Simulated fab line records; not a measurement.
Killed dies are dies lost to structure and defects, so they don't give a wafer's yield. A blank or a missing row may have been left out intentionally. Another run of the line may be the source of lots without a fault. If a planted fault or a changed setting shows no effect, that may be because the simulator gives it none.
Matching of chambers || flow n5Finfet || aldMetal-02 running N5_BEOL_M2_ALD_84: 4 sister chambers
The step deposits TaN, pulse time 2 s, purge time 3 s, co reactant purge time 2 s. 8 wafers are shown with their chamber, then 12 later ones without.

## WAFERS WITH THEIR CHAMBER
{"wafer": "L077.5", "chamber": 2, "heaterPowerW (W)": 386}
{"wafer": "L079.1", "chamber": 2, "heaterPowerW (W)": 399}
{"wafer": "L089.1", "chamber": 3, "heaterPowerW (W)": 429}
{"wafer": "L089.3", "chamber": 1, "heaterPowerW (W)": 571}
{"wafer": "L089.4", "chamber": 0, "heaterPowerW (W)": 446}
{"wafer": "L090.2", "chamber": 0, "heaterPowerW (W)": 434}
{"wafer": "L090.3", "chamber": 3, "heaterPowerW (W)": 418}
{"wafer": "L090.4", "chamber": 1, "heaterPowerW (W)": 559}

## WAFERS WITH NO CHAMBER GIVEN
{"wafer": "L093.1", "heaterPowerW (W)": 441}
{"wafer": "L093.4", "heaterPowerW (W)": 558}
{"wafer": "L093.5", "heaterPowerW (W)": 425}
{"wafer": "L095.2", "heaterPowerW (W)": 410}
{"wafer": "L095.3", "heaterPowerW (W)": 450}
{"wafer": "L095.5", "heaterPowerW (W)": 395}
{"wafer": "L096.1", "heaterPowerW (W)": 433}
{"wafer": "L096.2", "heaterPowerW (W)": 564}
{"wafer": "L096.3", "heaterPowerW (W)": 431}
{"wafer": "L096.4", "heaterPowerW (W)": 393}
{"wafer": "L096.5", "heaterPowerW (W)": 446}
{"wafer": "L096.6", "heaterPowerW (W)": 552}

## EACH ONE'S CHAMBER
{"wafer": "L093.1", "from the rows above": "can't be placed: 0 or 3", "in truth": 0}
{"wafer": "L093.4", "from the rows above": 1, "in truth": 1}
{"wafer": "L093.5", "from the rows above": "can't be placed: 3 or 0", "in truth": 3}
{"wafer": "L095.2", "from the rows above": "can't be placed: 3 or 2 or 0", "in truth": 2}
{"wafer": "L095.3", "from the rows above": "can't be placed: 0 or 3", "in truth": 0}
{"wafer": "L095.5", "from the rows above": 2, "in truth": 2}
{"wafer": "L096.1", "from the rows above": "can't be placed: 0 or 3", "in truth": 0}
{"wafer": "L096.2", "from the rows above": 1, "in truth": 1}
{"wafer": "L096.3", "from the rows above": "can't be placed: 3 or 0", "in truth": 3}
{"wafer": "L096.4", "from the rows above": 2, "in truth": 2}
{"wafer": "L096.5", "from the rows above": "can't be placed: 0 or 3", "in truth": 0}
{"wafer": "L096.6", "from the rows above": 1, "in truth": 1}
Correctly placed: 5 of 12. Not placeable from these rows: 7 (in 7, the candidates include the true chamber). Number placed wrongly: 0.
How it was worked out, from the rows above alone: a wafer's distance from a chamber is the root of the sum, over the readings, of the square of ((its reading less the chamber's mean) divided by the reading's scatter). The wafer belongs to the nearest chamber; if the next one is less than 2 further off, it can't be placed. A chamber's mean is the mean of its shown wafers. How the scatter is found: for the shown wafers, subtract from each reading the mean of its chamber, square and add these, divide the total by (wafers less chambers), then take the root.
